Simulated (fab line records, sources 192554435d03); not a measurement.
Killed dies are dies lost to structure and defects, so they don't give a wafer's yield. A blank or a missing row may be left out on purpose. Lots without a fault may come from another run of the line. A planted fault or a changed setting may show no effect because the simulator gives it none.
fab line records | flow n5_finfet | part 2 of 2: steps 5 to 6 of 6
record lots=23 wafers=69 last_day=19
route steps=1938 shown SDB@365 HKMG_FIN@441 GATE_CUT@468 MOL_CONTACT_COAG@529
lots that met no fault: from a run of the same line without faults
start_h: hours from the record's first day to the start of the lot's first wafer shown | wait_h: hours since the lot's step before | " the same as in the row above | L1.1+2: a row that stands for several wafers | - no value, or no start given | * or withheld: withheld | < > ~ a bound
route shown NAME@n: a module of which the file shows steps, and the number in the route of the first | usual: mean/standard deviation of fault-free wafers | same: alike in all rows | chamber/n: place in a boat | sites: the reading at each site | _std_site: their standard deviation | _edge_site: outer sites' mean less inner sites' | radius_mm: how far each site lies from the wafer's centre | mask NAME#n: copy n | behind: the tool/chamber that last shaped the wafer | hold: why the lot was held/for how many hours/how that ended | device: the transistor (n, p or np) that didn't switch | end of line: the same wafers' tests at the end of the route | a step without rows: its recipe alone | killed: dies lost to structure and defects at the first sort, not the wafer's yield | map: a wafer's dies, x killed, . not, _ none there
set.NAME: the setting as run; set.NAME@STEP: as run at that earlier step | model.NAME: the simulator's own value behind a step, which no gauge read
steps of the route over a sample of lots; a table a step, a row a wafer
services: from which hour (start_h, from the record's first day; less than 0 if before it) a tool's chamber was out of use, for how many hours, and why
## steps
# step N5_GATE_CUT_DESCUM_18
# recipe chemistry=O2 time_s=7 source_power_w=50 bias_power_w=20 pressure_mtorr=20 rf_frequency_hz=2.712e+07 temp_c=40 resist=CAR-EUV o2_flow_sccm=225
# usual drypump_motor_current_A=5.5/0.34 oes_product_au=0.75/0.077 rf_vpp_V=242.5/1.3 showerhead_plenum_p_Torr=2.06/0.064 throttle_valve_pct=20.46/0.24
# columns lot.wafer tool chamber start_h wait_h drypump_motor_current_A oes_product_au rf_hours_counter_h rf_vpp_V showerhead_plenum_p_Torr throttle_valve_pct
L074.1 rie_diel-06 3 96.37 0.1 5.3 0.76 143 242.4 2.03 20.88
L074.4 " 1 " " 5.6 0.75 - 241.3 2.00 20.28
L074.6 " 3 " " 5.3 0.75 - 242.7 2.03 20.90
L075.1 rie_diel-04 3 98.62 0.0 5.7 0.68 218 242.7 2.07 20.57
L075.2 " 2 " " 5.3 0.74 144 244.7 2.20 20.52
L075.6 " 2 " " 5.2 0.74 - 244.4 2.20 20.52
L076.3 rie_diel-02 0 99.72 0.1 5.4 0.72 225 242.8 2.14 20.52
L076.4 " 2 " " 5.5 0.72 204 241.4 2.07 20.25
L076.6 " 3 " " 5.7 0.74 - 241.4 2.08 20.67
L078.2 rie_diel-02 0 106.41 0.0 5.4 0.72 226 244.1 2.14 20.51
L078.3 " 1 " " 6.0 0.74 157 242.8 1.99 20.03
L078.6 " 1 " " 6.1 0.74 - 242.8 1.99 20.02
L077.4 rie_diel-04 2 111.38 0.0 5.2 0.74 148 244.4 2.20 20.52
L077.5 " 2 " " 5.3 0.74 - 243.6 2.19 20.53
L077.6 " 1 " " 6.3 0.71 - 243.1 1.98 20.57
L080.2 rie_diel-06 2 122.30 0.5 5.2 0.73 196 242.4 2.17 20.48
L080.4 " 0 " " 4.9 0.93 7 241.6 2.07 20.24
L080.5 " 1 " " 5.7 0.76 - 240.5 2.00 20.30
L079.1 rie_diel-06 0 123.95 0.0 4.9 0.93 7 242.5 2.07 20.24
L079.4 " 1 " " 5.7 0.75 182 241.2 2.00 20.31
L079.6 " 3 " " 5.4 0.76 - 240.2 2.03 20.90
L081.1 rie_diel-06 0 126.99 0.1 4.9 0.93 9 242.6 2.07 20.26
L081.2 " 1 " " 5.7 0.75 183 240.9 2.00 20.32
L081.6 " 2 " " 5.2 0.72 - 243.9 2.17 20.47
L082.1 rie_diel-02 2 136.23 1.4 5.5 0.72 216 242.3 2.06 20.30
L082.3 " 0 " " 5.4 0.70 238 243.9 2.14 20.53
L082.4 " 1 " " 6.0 0.72 168 240.9 1.99 20.06
L083.2 rie_diel-02 1 138.93 2.4 6.0 0.73 169 240.8 1.98 20.05
L083.3 " 3 " " 5.7 0.73 205 242.7 2.07 20.67
L083.6 " 2 " " 5.5 0.72 - 243.6 2.06 20.28
L084.1 rie_diel-06 3 143.49 1.6 5.4 0.74 163 241.8 2.02 20.92
L084.3 " 1 " " 5.7 0.73 191 241.9 1.99 20.32
L084.4 " 0 " " 4.9 0.90 17 243.2 2.07 20.25
L085.1 rie_diel-06 3 151.77 0.0 5.4 0.74 166 240.5 2.02 20.94
L085.4 " 0 " " 4.9 0.89 20 242.8 2.06 20.27
L085.6 " 1 " " 5.7 0.73 - 241.3 1.99 20.32
L087.1 rie_diel-02 3 162.25 0.1 5.7 0.73 214 241.7 2.07 20.68
L087.2 " 0 " " 5.4 0.69 248 245.7 2.13 20.55
L087.5 " 0 " " 5.5 0.70 - 245.6 2.13 20.56
L088.2 rie_diel-02 1 172.56 0.1 6.1 0.72 179 240.7 1.98 20.04
L088.3 " 3 " " 5.7 0.71 218 243.0 2.07 20.71
L088.6 " 1 " " 6.0 0.72 - 242.7 1.98 20.08
L089.2 rie_diel-02 3 180.44 0.1 5.7 0.72 220 243.5 2.07 20.71
L089.3 " 1 " " 6.0 0.72 181 240.8 1.98 20.06
L089.5 " 3 " " 5.7 0.71 - 241.7 2.07 20.71
L090.2 rie_diel-06 3 182.21 0.0 5.4 0.74 175 241.4 2.02 20.94
L090.4 " 0 " " 4.9 0.88 29 242.7 2.06 20.27
L090.6 " 0 " " 4.9 0.88 - 242.0 2.06 20.29
L091.2 rie_diel-04 1 185.33 0.0 6.3 0.69 230 241.1 1.98 20.58
L091.5 " 1 " " 6.3 0.69 - 240.8 1.98 20.60
L091.6 " 2 " " 5.2 0.72 - 243.0 2.19 20.53
L092.1 rie_diel-02 1 193.55 0.0 6.1 0.71 186 242.0 1.98 20.09
L092.2 " 0 " " 5.4 1.00 3 243.2 2.13 20.18
L092.4 " 2 " " 5.5 0.70 236 242.0 2.06 20.29
L093.2 rie_diel-04 2 202.27 0.1 5.3 0.71 169 244.6 2.19 20.56
L093.4 " 3 " " 5.7 0.67 235 243.6 2.06 20.62
L093.6 " 2 " " 5.2 0.72 - 243.2 2.19 20.58
L094.1 rie_diel-02 1 205.68 0.4 6.0 0.71 191 242.4 1.98 20.10
L094.3 " 2 " " 5.5 0.70 242 241.3 2.06 20.33
L094.4 " 0 " " 5.4 0.98 9 244.7 2.13 20.23
L095.2 rie_diel-04 1 212.37 0.0 6.3 0.69 238 240.0 1.98 20.59
L095.5 " 0 " " 5.8 0.92 - 242.0 2.07 20.31
L095.6 " 3 " " 5.6 0.67 - 243.2 2.06 20.61
L096.2 rie_diel-06 0 218.55 0.0 4.9 0.87 35 243.5 2.06 20.29
L096.5 " 2 " " 5.2 0.72 - 245.1 2.17 20.51
L096.6 " 3 " " 5.4 0.74 - 241.1 2.02 20.96
L097.1 rie_diel-02 2 222.59 0.0 5.5 0.69 247 242.9 2.05 20.32
L097.5 " 3 " " 5.7 0.71 - 241.8 2.06 20.72
L097.6 " 2 " " 5.5 0.69 - 242.5 2.05 20.32
# step N5_MOL_CONTACT_COAG_DESCUM_13
# recipe chemistry=O2 time_s=7 source_power_w=50 bias_power_w=20 pressure_mtorr=20 rf_frequency_hz=2.712e+07 temp_c=40 resist=CAR-EUV o2_flow_sccm=225
# usual drypump_motor_current_A=5.9/0.54 oes_product_au=0.81/0.075 rf_vpp_V=242.8/1.5 showerhead_plenum_p_Torr=2.07/0.08 throttle_valve_pct=20.37/0.24
# columns lot.wafer tool chamber start_h wait_h drypump_motor_current_A oes_product_au rf_hours_counter_h rf_vpp_V showerhead_plenum_p_Torr throttle_valve_pct
L074.1 rie_diel-05 0 102.31 0.8 5.4 0.91 21 244.3 2.12 20.11
L074.4 " 0 " " 5.4 0.91 - 244.2 2.12 20.10
L074.6 " 0 " " 5.4 0.91 - 243.5 2.12 20.10
L075.1 rie_diel-03 0 103.60 0.8 6.0 0.87 42 241.8 2.03 20.33
L075.2 " 3 " " 5.6 0.71 213 244.8 2.16 20.98
L075.6 " 0 " " 6.0 0.89 - 243.1 2.03 20.31
L076.3 rie_diel-03 2 104.46 0.5 6.7 0.91 30 242.4 2.13 20.48
L076.4 " 0 " " 6.0 0.88 - 242.5 2.03 20.33
L076.6 " 2 " " 6.7 0.89 - 244.6 2.13 20.48
L078.2 rie_diel-03 0 111.34 0.1 6.0 0.87 46 242.0 2.03 20.32
L078.3 " 2 " " 6.7 0.90 34 244.3 2.13 20.51
L078.6 " 2 " " 6.7 0.89 - 243.3 2.13 20.50
L077.4 rie_diel-01 1 118.43 0.0 6.4 0.89 29 242.5 2.06 20.07
L077.5 " 2 " " 5.4 0.72 - 245.3 2.16 20.42
L077.6 " 1 " " 6.5 0.90 - 241.8 2.06 20.04
L080.2 rie_diel-03 1 126.08 0.0 6.5 0.89 25 243.8 2.14 20.16
L080.4 " 0 " " 6.0 0.86 53 241.5 2.02 20.34
L080.5 " 3 " " 5.6 0.70 - 243.9 2.16 20.97
L079.1 rie_diel-01 3 127.90 0.1 5.1 0.75 145 240.9 1.92 20.20
L079.4 " 1 " " 6.4 0.88 32 242.3 2.05 20.08
L079.6 " 1 " " 6.4 0.88 - 241.6 2.05 20.06
L081.1 rie_diel-03 3 130.99 0.2 5.6 0.70 219 243.9 2.16 20.96
L081.2 " 2 " " 6.7 0.87 43 243.9 2.13 20.49
L081.6 " 1 " " 6.5 0.89 - 243.9 2.14 20.17
L082.1 rie_diel-03 1 140.02 0.0 6.5 0.88 29 246.1 2.14 20.18
L082.3 " 3 " " 5.6 0.69 222 244.8 2.16 20.97
L082.4 " 0 " " 6.0 0.84 57 242.4 2.02 20.34
L083.2 rie_diel-03 0 142.72 0.0 6.0 0.85 58 242.9 2.02 20.35
L083.3 " 3 " " 5.6 0.70 223 244.1 2.16 20.98
L083.6 " 3 " " 5.6 0.69 - 244.3 2.16 20.97
L084.1 rie_diel-01 0 147.41 0.0 6.2 0.80 133 243.6 2.01 20.55
L084.3 " 2 " " 5.4 0.71 193 243.4 2.15 20.42
L084.4 " 1 " " 6.5 0.87 39 242.7 2.05 20.08
L085.1 rie_diel-01 2 155.72 0.1 5.4 0.71 197 244.0 2.15 20.43
L085.4 " 0 " " 6.2 0.78 137 243.1 2.01 20.56
L085.6 " 3 " " 5.1 0.75 - 239.9 1.92 20.20
L087.1 rie_diel-01 3 166.61 0.6 5.1 0.75 159 239.4 1.92 20.22
L087.2 " 0 " " 6.2 0.78 140 242.4 2.01 20.57
L087.5 " 3 " " 5.1 0.75 - 240.3 1.92 20.20
L088.2 rie_diel-01 3 176.59 0.2 5.1 0.76 163 239.9 1.92 20.24
L088.3 " 1 " " 6.4 0.86 50 241.9 2.05 20.07
L088.6 " 1 " " 6.5 0.86 - 242.2 2.05 20.08
L089.2 rie_diel-01 2 184.55 0.0 5.4 0.71 206 244.2 2.15 20.46
L089.3 " 0 " " 6.2 0.78 145 241.0 2.01 20.58
L089.5 " 3 " " 5.1 0.75 - 240.3 1.92 20.22
L090.2 rie_diel-01 2 189.74 0.2 5.4 0.70 208 244.5 2.15 20.45
L090.4 " 1 " " 6.5 0.85 53 242.1 2.05 20.09
L090.6 " 2 " " 5.4 0.71 - 243.4 2.15 20.46
L091.2 rie_diel-05 0 189.99 0.4 5.4 0.84 60 244.0 2.10 20.16
L091.5 " 2 " " 5.6 0.74 - 243.7 2.18 20.62
L091.6 " 1 " " 6.2 0.94 - 242.3 2.05 20.23
L092.1 rie_diel-01 1 197.34 0.0 6.4 0.84 56 242.6 2.05 20.08
L092.2 " 0 " " 6.2 0.77 150 241.3 2.01 20.56
L092.4 " 3 " " 5.1 0.74 169 241.2 1.92 20.23
L093.2 rie_diel-01 0 206.09 0.0 6.2 0.76 152 240.0 2.01 20.58
L093.4 " 3 " " 5.1 0.73 171 240.7 1.91 20.22
L093.6 " 1 " " 6.5 0.83 - 243.4 2.04 20.10
L094.1 rie_diel-01 0 209.69 0.1 6.2 0.76 153 241.5 2.01 20.59
L094.3 " 2 " " 5.4 0.70 214 245.2 2.15 20.47
L094.4 " 3 " " 5.1 0.73 172 239.7 1.91 20.23
L095.2 rie_diel-05 0 216.15 0.0 5.3 0.83 69 244.1 2.10 20.20
L095.5 " 3 " " 5.5 0.89 - 242.5 2.05 20.05
L095.6 " 0 " " 5.4 0.83 - 242.7 2.10 20.18
L096.2 rie_diel-03 1 222.33 0.0 6.4 0.84 55 242.7 2.13 20.22
L096.5 " 3 " " 5.6 0.68 - 245.7 2.15 21.00
L096.6 " 0 " " 6.0 0.82 - 242.2 2.01 20.40
L097.1 rie_diel-01 3 226.50 0.0 5.1 0.74 178 241.3 1.91 20.24
L097.5 " 3 " " 5.1 0.73 - 240.6 1.91 20.25
L097.6 " 2 " " 5.4 0.70 - 243.6 2.15 20.47
## services
# columns tool chamber start_h hours kind
rie_diel-05 2 60.15 2.0 repair
plasma_asher-01 - 66.42 4.4 repair
rie_diel-02 - 70.01 0.2 repair
rie_metal-03 - 83.56 1.7 repair
rie_diel-05 1 84.10 21.9 repair
rie_diel-05 3 96.30 1.8 repair
rie_metal-03 - 99.25 2.8 pm
rie_diel-05 2 100.11 16.3 repair
rie_diel-06 0 104.78 5.5 repair
ald_sin-03 - 110.86 1.4 repair
rie_diel-04 - 116.06 28.1 pm
rie_diel-05 3 119.45 6.4 repair
rie_diel-02 1 154.13 5.4 repair
rie_diel-03 2 157.49 2.7 repair
rie_diel-02 0 165.92 - clean
rie_diel-02 0 165.92 - consumable_replace:focus_ring
rie_diel-02 0 165.92 16.7 scheduled_down
rie_diel-02 0 165.92 16.7 vent_cycle
rie_diel-04 3 167.41 8.7 repair
ald_sin-02 - 176.75 14.0 pm
rie_diel-02 - 179.40 1.0 repair
rie_diel-06 2 189.08 10.0 repair
ald_sin-03 3 193.74 3.0 repair
ald_sin-02 1 218.77 4.4 repair
